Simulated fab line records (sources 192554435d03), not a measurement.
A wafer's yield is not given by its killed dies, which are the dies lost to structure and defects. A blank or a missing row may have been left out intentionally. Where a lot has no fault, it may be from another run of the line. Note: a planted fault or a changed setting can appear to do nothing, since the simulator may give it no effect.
Chamber matching -- flow n5Finfet -- N5_BEOL_M9_DESCUM_16 on rieDiel-03 has 4 sister chambers
The step chemistry O2, time 7.9 s. 4 wafers are shown with their chamber, then 11 later ones without.

EACH WAFER AND ITS CHAMBER
wafer,chamber,showerheadPlenumPTorr (Torr)
L089.1,0,1.93
L091.3,2,2.16
L091.4,1,2.07
L090.2,3,1.98

WAFERS WITHOUT THEIR CHAMBER
wafer,showerheadPlenumPTorr (Torr)
L090.3,1.93
L090.6,1.93
L093.1,1.93
L093.3,2.15
L093.6,2.15
L094.2,1.98
L094.3,2.15
L094.6,1.93
L096.1,2.15
L096.3,1.98
L096.4,1.92

EACH ONE'S CHAMBER
wafer,from the rows above,in truth
L090.3,0,0
L090.6,0,0
L093.1,0,0
L093.3,2,2
L093.6,2,2
L094.2,3,3
L094.3,2,2
L094.6,0,0
L096.1,2,2
L096.3,3,3
L096.4,0,0
11 of 11 placed correctly. Left unplaced by these rows: 0. 0 placed wrongly.
How it was worked out, from the rows above alone: a wafer's distance from a chamber is the root of the sum, over the readings, of the square of ((its reading less the chamber's mean) divided by the reading's scatter). The wafer belongs to the nearest chamber; if the next one is less than 2 further off, it can't be placed. A chamber's mean is the mean of its shown wafers. The scatter: with one shown wafer a chamber, the root of the mean of the squares of how far each hidden wafer lies from its nearest shown one.
